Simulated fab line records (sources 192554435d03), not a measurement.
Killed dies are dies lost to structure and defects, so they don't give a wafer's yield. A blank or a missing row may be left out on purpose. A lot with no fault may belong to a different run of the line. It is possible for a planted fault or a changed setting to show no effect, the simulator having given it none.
fab line records	flow n5-finfet
record: lots: 5	wafers: 12	last-day: 18
route steps=1938 shown BEOL_M0_CUTY@711 BEOL_M0@715 BEOL_M4@1111 PASSIVATION@1936
lots with no fault: from the same line, run without faults
start-h: hours from the record's opening day to when the first of the lot's shown wafers began	wait-h: how many hours have passed since the lot's step before this one	" the same as in the row above	L1.1+2: a single row standing in for several wafers	- value missing, or start not given	* or withheld: withheld	< > ~ a bound
route shown NAME@n: names a module that has steps shown in the file, with the first one's number in the route	usual: the fault-free wafers' mean and standard deviation	same: alike in all rows	chamber/n: place in a boat	sites: per-site readings	_std_site: how widely they spread, as a standard deviation	_edge_site: mean of outer sites minus mean of inner sites	radius-mm: for every site, how far away it sits from the centre of the wafer	mask NAME#n: copy n	behind: tool/chamber where the wafer was last shaped	hold: cause of the lot's hold/its duration in hours/its outcome	device: transistor that didn't switch, given as n, p or np	end of line: the route-end tests of the same wafers	a step with no rows: only its recipe	killed: count of dies lost to structure and defects at first sort (not the wafer's yield)	map: the dies of a wafer, with x for killed, . for not killed, _ for no die there
set.NAME: the run value of the setting; set.NAME@STEP: its run value at that earlier step	model.NAME: the simulator's own value behind a step, which no gauge read
lots seen at some steps along the route; tables by step, rows by wafer
services: a tool's chamber out of use, with start hour (start-h, from the record's first day; less than 0 if before it), hours out, and reason
== steps ==
step: N5_BEOL_M0_CUTY_DESCUM_61
recipe: chemistry: O2	time-s: 7.9	source-power-w: 50	bias-power-w: 20	pressure-mtorr: 20	rf-frequency-hz: 2.712e+07	temp-c: 40	resist: CAR-ArF-block	o2-flow-sccm: 225
step: N5_BEOL_M0_CUTY_ETCH_62
recipe: chemistry: CF4	target: SiARC	mask-material: CAR-ArF-block	time-s: 58.5	ion-energy-ev: 80	pressure-mtorr: 40	source-w: 545	bias-w: 36	Ar_flow_sccm: 100	cf4-flow-sccm: 100	ends: cleared
step: N5_BEOL_M0_CUTY_ETCH_63
recipe: chemistry: N2/H2	target: SOC	target-depth-a: 827	overetch-a: 165	mask-material: SiARC	temp-c: 40	ion-energy-ev: 200	time-s: 124	pressure-mtorr: 30	source-w: 840	bias-w: 150	n2-flow-sccm: 200	h2-flow-sccm: 200
step: N5_BEOL_M0_CUTY_STRIP_64
recipe: chemistry: N2/H2	temp-c: 40	n2-flow-sccm: 200	h2-flow-sccm: 200	rf-frequency-hz: 6e+07
step: N5_BEOL_M0_ETCH_138
recipe: chemistry: CH3F/O2	target-depth-a: 120	target: SiCN	time-s: 31.6	ion-energy-ev: 120	pressure-mtorr: 30	source-w: 395	bias-w: 75	Ar_flow_sccm: 150	CH3F_flow_sccm: 30	O2_flow_sccm: 20	ends: cleared
step: N5_BEOL_M0_HM_OPEN_105
recipe: chemistry: Cl2/BCl3	target-depth-a: 120	target: TiN	ion-energy-ev: 150	pressure-mtorr: 10	icp-w: 1000	bias-w: 126	Cl2_flow_sccm: 53.25	bcl3-flow-sccm: 21.75	Ar_flow_sccm: 25
step: N5_BEOL_M0_STRIP_140
recipe: chemistry: CF4	resist: SiARC	power-w: 300	bias-power-w: 75	pressure-mtorr: 50	cf4-flow-sccm: 150	rf-frequency-hz: 6e+07
step: N5_BEOL_M0_STRIP_104
recipe: chemistry: N2/H2	power-w: 450	temp-c: 40	pressure-mtorr: 20	rf-frequency-hz: 6e+07	overash-fraction: 0.3	bias-power-w: 7	h2-frac: 0.5	n2-flow-sccm: 200	h2-flow-sccm: 200
step: N5_BEOL_M0_WET_ETCH_106
recipe: chemistry: DHF	dilution: 10:1	temp-c: 25	target: SiO2	target-depth-a: 1300	dry: ipa-marangoni	rinse-time-s: 30	rinse-temp-c: 23
step: N5_BEOL_M0_ETCH_128
recipe: chemistry: CF4/N2	target-depth-a: 120	overetch-a: 51	target: SiCN	time-s: 21.4	ion-energy-ev: 150	pressure-mtorr: 40	source-w: 430	bias-w: 70	Ar_flow_sccm: 100	cf4-flow-sccm: 60	n2-flow-sccm: 60
usual: bias-w: 69.96/0.22	drypump-motor-current-A: 5.8/0.34	oes-product-au: 0.54/0.06	rf-vpp-V: 382.0/2.3	showerhead-plenum-p-Torr: 2.20/0.092	throttle-valve-pct: 15.52/0.22
lot.wafer	tool	chamber	start-h	wait-h	bias-w	drypump-motor-current-A	oes-product-au	rf-hours-counter-h	rf-vpp-V	showerhead-plenum-p-Torr	throttle-valve-pct	model.TiN_of_BEOL_M0_SAQP_HM_DEP_02.thk-nm
L848.5	rie-diel-03	0	161.88	0.0	70.19	5.7	0.52	-	378.2	2.04	15.64	11
L848.6	"	1	"	"	69.98	5.8	0.41	-	384.1	2.25	15.51	10.6
L849.2	rie-diel-03	2	170.81	0.0	70.23	5.6	0.46	173	381.6	2.20	15.43	10.4
L849.4	"	3	"	"	70.04	5.5	0.49	-	383.2	2.28	15.68	10.6
L851.2	rie-diel-03	3	183.53	0.1	69.93	5.5	0.42	243	382.8	2.27	15.67	10.6
L851.4	"	0	"	"	69.85	5.7	0.51	-	376.9	2.03	15.66	10.6
L861.2	rie-diel-04	2	241.11	0.2	69.96	6.0	0.57	66	381.1	2.14	15.45	10.6
L861.3	"	1	"	"	70.09	6.0	0.60	28	380.2	2.16	15.14	10.6
L861.6	"	1	"	"	69.78	6.0	0.60	-	380.7	2.16	15.16	10.6
L862.3	rie-diel-03	2	250.28	0.3	69.86	5.6	0.49	200	380.5	2.19	15.51	10.4
L862.5	"	1	"	"	69.59	5.8	0.62	-	382.9	2.25	15.04	10.4
L862.6	"	2	"	"	69.56	5.6	0.49	-	381.1	2.19	15.49	10.6
step: N5_BEOL_M0_TRENCH_ETCH_107
recipe: chemistry: C4F6/O2	target-depth-a: 328	target: SiOC	time-s: 16.4	ion-energy-ev: 250	pressure-mtorr: 30	source-w: 355	bias-w: 185	Ar_flow_sccm: 300	C4F6_flow_sccm: 10	O2_flow_sccm: 10
usual: bias-w: 185.0/0.56	drypump-motor-current-A: 5.8/0.34	oes_o_777_au: 0.78/0.092	oes-product-au: 0.79/0.095	rf-vpp-V: 668/9	showerhead-plenum-p-Torr: 2.83/0.12	throttle-valve-pct: 20.97/0.21
lot.wafer	tool	chamber	start-h	wait-h	bias-w	drypump-motor-current-A	oes_o_777_au	oes-product-au	rf-hours-counter-h	rf-vpp-V	showerhead-plenum-p-Torr	throttle-valve-pct	model.TiN_of_BEOL_M0_SAQP_HM_DEP_02.thk-nm
L848.5	rie-diel-03	0	161.91	0.0	185.4	5.8	0.72	0.75	-	682	2.61	20.97	9.6
L848.6	"	1	"	"	184.5	5.8	0.68	0.66	-	653	2.91	20.86	9.2
L849.2	rie-diel-03	2	170.85	0.0	185.4	5.6	0.72	0.72	173	661	2.87	21.00	9
L849.4	"	3	"	"	185.7	5.5	0.68	0.68	-	680	2.94	21.06	9.4
L851.2	rie-diel-03	3	183.58	0.0	183.9	5.5	0.69	0.68	243	679	2.93	21.06	9.2
L851.4	"	0	"	"	185.8	5.7	0.72	0.74	-	681	2.61	20.98	9.4
L861.2	rie-diel-04	2	241.16	0.0	185.6	6.0	0.83	0.86	66	673	2.77	20.93	9.4
L861.3	"	1	"	"	185.0	6.0	0.92	0.90	28	670	2.78	20.58	9.4
L861.6	"	1	"	"	185.7	6.0	0.91	0.91	-	668	2.78	20.59	9.2
L862.3	rie-diel-03	2	250.32	0.0	184.5	5.5	0.70	0.69	201	661	2.86	21.04	9.2
L862.5	"	1	"	"	183.8	5.8	0.91	0.91	-	653	2.90	20.54	9.2
L862.6	"	2	"	"	185.5	5.6	0.71	0.70	-	660	2.86	21.05	9.4
step: N5_BEOL_M0_STRIP_142
recipe: chemistry: N2/H2	time-s: 10	power-w: 450	temp-c: 40	pressure-mtorr: 20	rf-frequency-hz: 6e+07	bias-power-w: 7	n2-flow-sccm: 200	h2-flow-sccm: 200
step: N5_BEOL_M4_RC_MEAS_101
usual: DIBL_N: 35.3/1.8	DIBL_P: 35.2/2.2	IOFF_N: 0.144/0.029	IOFF_P: 0.19/0.031	ION_N: 670/12	ION_P: 460/7.6	SS_N: 71.2/0.62	SS_P: 73.0/0.69	VT_N: 251/3.4	VT_P: -251.4/2.6
lot.wafer	tool	chamber	start-h	wait-h	DIBL_N[mV/V]	DIBL_P[mV/V]	IOFF_N[nA/um]	IOFF_P[nA/um]	ION_N[uA/um]	ION_P[uA/um]	SS_N[mV/dec]	SS_P[mV/dec]	VT_N[mV]	VT_P[mV]
L848.5	prober-02	0	238.79	0.8	32.3	32.6	0.108	0.15	656	451	70.7	72.6	255	-257.4
L848.6	"	0	"	"	34.0	36.0	0.134	0.18	670	459	70.8	73.6	252	-251.4
L849.2	prober-02	0	240.74	0.2	35.6	35.9	0.155	0.21	674	463	70.8	73.6	248	-249.8
L849.4	"	0	"	"	34.7	34.0	0.131	0.17	670	454	70.5	72.6	250	-256.4
L851.2	prober-02	0	245.73	0.2	36.4	34.6	0.139	0.20	660	456	70.8	72.9	252	-251.3
L851.4	"	0	"	"	35.9	34.3	0.125	0.18	652	449	70.7	72.4	254	-253.4
L861.2	prober-02	0	318.53	0.2	36.2	37.5	0.168	0.24	690	472	72.1	73.1	248	-248.1
L861.3	"	0	"	"	33.3	32.0	0.107	0.15	662	458	70.2	72.6	253	-252.7
L861.6	"	0	"	"	37.0	36.8	0.158	0.22	681	470	71.0	73.4	248	-248.6
L862.3	prober-01	0	324.62	0.3	37.0	36.2	0.164	0.20	662	454	71.0	72.8	251	-248.7
L862.5	"	0	"	"	34.9	34.8	0.121	0.19	650	453	71.0	72.2	255	-249.4
L862.6	"	0	"	"	37.3	37.1	0.172	0.22	663	456	71.1	73.3	250	-248.1
step: N5_PASSIVATION_PROBE_49
usual: defect-limited-yield: 91.0/1.4	killed_at_M0_to_M3: 36/10	killed_at_M4_up: 15/5	killed-at-contacts: 12/6.1	killed-at-front-end: 40/13	killed-at-other: 3.8/2.9	killed-dies: 106/16	killed-open: 68/12	killed-short: 35/8.2	sort_bin_5_function: 5.2/0.9	sort_bin_6_memory: 3.4/0.71	sort_bin_8_speed: 0.0/0.46	sort-n-pass: 1073/17	sort-yield-pct: 91.0/1.5
same: gross-dies: 1180	killed-at-back-side: 0	sort_bin_4_leakage[%]: 0
lot.wafer	tool	chamber	start-h	wait-h	defect-limited-yield[%]	killed_at_M0_to_M3	killed_at_M4_up	killed-at-contacts	killed-at-front-end	killed-at-other	killed-dies	killed-open	killed-short	sort_bin_5_function[%]	sort_bin_6_memory[%]	sort_bin_8_speed[%]	sort-n-pass	sort-yield-pct[%]
L848.5	prober-01	-	355.74	0.2	93.1	18	9	23	29	3	82	51	27	4.3	2.5	0	1098	93.1
L848.6	prober-01	-	355.79	0.3	93.1	19	13	14	35	0	81	48	29	4.4	2.1	0	1099	93.1
L851.2	prober-02	-	376.82	0.1	93.7	30	6	12	24	2	74	49	23	4.2	1.9	0	1106	93.7
L851.4	prober-02	-	376.92	0.2	91.4	46	12	7	35	2	102	62	38	5.2	3.4	0.1	1077	91.3
L849.2	prober-01	-	377.24	0.5	91.4	39	13	11	37	1	101	57	32	4.4	2.9	0	1079	91.4
L861.2	prober-01	-	432.75	0.1	90.3	32	19	7	46	10	114	74	40	5.9	3.5	0	1066	90.3
L861.3	prober-01	-	432.80	0.1	91.5	34	15	9	40	2	100	52	44	4.6	3.6	0	1080	91.5
L861.6	prober-01	-	432.95	0.3	88.8	15	19	14	81	3	132	87	42	6.4	4.6	0	1048	88.8
L862.3	prober-01	-	442.52	0.1	92.1	15	19	15	34	10	93	63	23	4.7	3.1	0	1087	92.1
L862.5	prober-01	-	442.62	0.2	91.9	31	15	9	33	8	96	61	32	5.2	2.5	0	1084	91.9
L862.6	prober-01	-	442.67	0.3	89.8	42	20	20	35	3	120	83	31	4.9	5.0	0	1060	89.8
killed by level:class
L848.5 MOL_CONTACT_COAG:geometric-particle:open=19 FIN_SAQP:geometric-particle:short=8 BEOL_M1:geometric-particle:open=6 BEOL_M0_SAQP:geometric-particle:short=5 MOL_CONTACT_COAG:geometric-particle:short=4 STARTING-WAFER:geometric-particle:open=4 FIN_SAQP:geometric-particle:open=3 BEOL_M4:geometric-particle:open=3
L848.6 MOL_CONTACT_COAG:geometric-particle:open=11 FIN_SAQP:geometric-particle:short=10 FIN_SAQP:geometric-particle:open=9 BEOL_M0_SAQP:geometric-particle:short=6 BEOL_M0_SAQP:geometric-particle:open=6 STI_FIN_REVEAL:geometric-particle:open=4 DUMMY_GATE:geometric-particle:open=4 MOL_CONTACT_COAG:geometric-particle:short=3
L851.2 BEOL_M0_SAQP:geometric-particle:open=13 MOL_CONTACT_COAG:geometric-particle:open=11 BEOL_M0_SAQP:geometric-particle:short=8 DUMMY_GATE:geometric-particle:open=5 GATE_CUT:geometric-particle:short=4 BEOL_M4:geometric-particle:open=4 STI_FIN_REVEAL:geometric-particle:open=3 BEOL_M3:geometric-particle:open=3
L851.4 BEOL_M0_SAQP:geometric-particle:short=15 BEOL_M0_SAQP:geometric-particle:open=15 STI_FIN_REVEAL:geometric-particle:open=6 DUMMY_GATE:geometric-particle:open=6 MOL_CONTACT_COAG:geometric-particle:open=5 BEOL_M3:geometric-particle:open=5 GATE_CUT:geometric-particle:short=4 GATE_CUT:geometric-particle:open=4
L849.2 HKMG_FIN:area-etch=11 BEOL_M0_SAQP:geometric-particle:open=8 BEOL_M2:geometric-particle:open=7 FIN_SAQP:geometric-particle:open=6 MOL_CONTACT_COAG:geometric-particle:open=6 BEOL_M0_SAQP:geometric-particle:short=6 MOL_CONTACT_COAG:geometric-particle:short=5 BEOL_M2:geometric-particle:short=5
L861.2 BEOL_M4:geometric-particle:open=15 STI_FIN_REVEAL:geometric-particle:open=14 BEOL_M0_SAQP:geometric-particle:short=11 FIN_SAQP:geometric-particle:short=10 BEOL_M0_SAQP:geometric-particle:open=7 BEOL_M2:geometric-particle:open=7 MOL_CONTACT_COAG:geometric-particle:open=6 FIN_SAQP:geometric-particle:open=5
L861.3 BEOL_M0_SAQP:geometric-particle:short=14 BEOL_M0_SAQP:geometric-particle:open=9 FIN_SAQP:geometric-particle:short=8 STI_FIN_REVEAL:geometric-particle:open=7 MOL_CONTACT_COAG:geometric-particle:open=7 STI_FIN_REVEAL:geometric-particle:short=5 BEOL_M2:geometric-particle:open=5 FIN_SAQP:geometric-particle:open=4
L861.6 STI_FIN_REVEAL:geometric-particle:open=25 FIN_SAQP:geometric-particle:short=15 FIN_SAQP:geometric-particle:open=14 MOL_CONTACT_COAG:geometric-particle:open=12 BEOL_M4:geometric-particle:open=10 BEOL_M2:geometric-particle:open=7 STI_FIN_REVEAL:geometric-particle:short=6 GATE_CUT:geometric-particle:short=4
L862.3 BEOL_M4:geometric-particle:open=15 MOL_CONTACT_COAG:geometric-particle:open=12 FIN_SAQP:geometric-particle:open=11 STI_FIN_REVEAL:geometric-particle:open=6 FIN_SAQP:geometric-particle:short=5 MOL_CONTACT_COAG:geometric-particle:short=3 BEOL_M3:geometric-particle:open=3 BEOL_M0_SAQP:geometric-particle:open=3
L862.5 BEOL_M4:geometric-particle:open=9 BEOL_M2:geometric-particle:open=7 PASS1_DEP:geometric-particle:open=6 BEOL_M3:geometric-particle:open=6 FIN_SAQP:geometric-particle:open=5 FIN_SAQP:geometric-particle:short=5 ILD0:geometric-particle:short=5 MOL_CONTACT_COAG:geometric-particle:open=5
L862.6 MOL_CONTACT_COAG:geometric-particle:open=18 BEOL_M0_SAQP:geometric-particle:open=12 BEOL_M4:geometric-particle:open=11 BEOL_M0_SAQP:geometric-particle:short=10 FIN_SAQP:geometric-particle:open=7 BEOL_M3:geometric-particle:open=7 DUMMY_GATE:geometric-particle:open=5 BEOL_M4:geometric-particle:short=5
== services ==
tool	chamber	start-h	hours	kind
rie-diel-04	1	150.11	-	clean
rie-diel-04	1	150.11	-	consumable-replace:focus-ring
rie-diel-04	1	150.11	11.2	scheduled-down
rie-diel-04	1	150.11	11.2	vent-cycle
rie-diel-04	3	151.07	9.0	repair
rie-diel-03	1	170.66	-	clean
rie-diel-03	1	170.66	-	consumable-replace:focus-ring
rie-diel-03	1	170.66	24.9	scheduled-down
rie-diel-03	1	170.66	24.9	vent-cycle
rie-diel-03	2	172.34	8.9	repair
rie-diel-03	3	201.91	-	clean
rie-diel-03	3	201.91	-	consumable-replace:focus-ring
rie-diel-03	3	201.91	19.4	scheduled-down
rie-diel-03	3	201.91	19.4	vent-cycle
rie-diel-04	3	232.80	-	clean
rie-diel-04	3	232.80	-	consumable-replace:focus-ring
rie-diel-04	3	232.80	26.5	scheduled-down
rie-diel-04	3	232.80	26.5	vent-cycle
== key ==
first-sign none at tools or gauges
model-effect: step: N5_BEOL_M0_ETCH_128	value: TiN_of_BEOL_M0_SAQP_HM_DEP_02.thk-nm	without: 10.93	struck: 10.53
model-effect: step: N5_BEOL_M0_TRENCH_ETCH_107	value: TiN_of_BEOL_M0_SAQP_HM_DEP_02.thk-nm	without: 9.533	struck: 9.133
met-at N5_BEOL_M0_ETCH_128
struck-wafers L848.6,L849.2,L851.2
baseline-loss: step: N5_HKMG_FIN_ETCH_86	wafers: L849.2
fault: kind: process-parameter-drift	tool: rie-diel-03	chamber: -	onset-h: 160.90	steps: N5_BEOL_M0_ETCH_128	channel: time-s	offset: *	shape: step	end-h: 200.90	scope: struck-wafers-only	acts-in: *	stated: *
baseline-loss: these wafers lose ten dies or more at that step, a loss of the line's own and not of a fault; the sort's usual values leave them out
